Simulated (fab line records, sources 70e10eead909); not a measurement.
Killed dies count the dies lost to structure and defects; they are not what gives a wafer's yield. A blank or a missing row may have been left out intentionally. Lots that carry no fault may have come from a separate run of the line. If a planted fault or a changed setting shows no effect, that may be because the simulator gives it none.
Matching of chambers	flow nand-harc	rie-diel-03 running NHARC_P_STI_DESCUM_14: 4 sister chambers
The step chemistry O2, time 3 s. 22 wafers are shown with their chamber, then 11 later ones without.

## WAFERS WITH THEIR CHAMBER
wafer	chamber	drypump-motor-current-A (A)	oes-product-au (a.u.)	throttle-valve-pct (%)
L076.1	3	5.6	1.002	11.309
L076.3	0	6.3	0.994	11.317
L076.6	1	5.7	1.008	11.307
L078.1	0	6.3	0.993	11.314
L078.3	1	5.7	1.004	11.313
L078.5	1	5.7	1.002	11.336
L079.2	0	6.3	0.995	11.317
L079.3	3	5.6	1.018	11.314
L079.4	1	5.7	1.015	11.315
L081.4	1	5.7	1.007	11.324
L081.5	2	5.7	0.991	11.316
L081.6	3	5.5	1.001	11.302
L082.3	1	5.7	1.010	11.304
L082.5	3	5.6	1.010	11.317
L082.6	2	5.8	0.985	11.305
L083.1	1	5.7	1.016	11.320
L083.3	3	5.6	0.999	11.308
L083.5	2	5.7	0.991	11.314
L084.1	3	5.6	1.008	11.323
L084.3	0	6.3	1.004	11.318
L084.6	0	6.3	0.992	11.311
L090.1	1	5.7	1.017	11.310

SIGNATURES (means of the wafers above)
reading	chamber 0	chamber 1	chamber 2	chamber 3	scatter within a chamber
drypump-motor-current-A	6.300	5.700	5.733	5.583	0.0289
oes-product-au	0.99560	1.00988	0.98900	1.00633	0.00574
throttle-valve-pct	11.31540	11.31612	11.31167	11.31217	0.00791
Rule: distance of a wafer from a chamber = root of the sum over the readings of ((wafer's reading minus chamber's mean) / reading's scatter) squared. The wafer belongs to the nearest chamber; if the next one is less than 2 further off, it can't be placed. The scatter is the square root of a quotient: the sum, over the shown wafers, of each reading's squared deviation from its chamber's mean, divided by wafers minus chambers.

## WAFERS WITH NO CHAMBER GIVEN
wafer	drypump-motor-current-A (A)	oes-product-au (a.u.)	throttle-valve-pct (%)
L090.3	5.8	1.009	11.315
L090.6	5.8	1.007	11.317
L094.1	5.6	0.997	11.306
L094.4	5.7	1.005	11.326
L094.6	5.7	1.013	11.322
L096.3	5.6	1.013	11.313
L096.5	5.7	1.023	11.312
L096.6	5.8	1.010	11.316
L097.1	5.5	1.008	11.315
L097.2	6.3	0.994	11.319
L097.6	5.7	1.016	11.305

## THE CHAMBER EACH PASSED THROUGH
wafer	from the rows above	in truth
L090.3	can't be placed: 1 or 2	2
L090.6	can't be placed: 1 or 2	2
L094.1	3	3
L094.4	1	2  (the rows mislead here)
L094.6	1	1
L096.3	3	3
L096.5	1	1
L096.6	can't be placed: 1 or 2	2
L097.1	3	3
L097.2	0	0
L097.6	1	1
Placed correctly: 7 of 11. From these rows, 3 cannot be placed; in 3 the true chamber is one of the candidates. Number placed wrongly: 1.
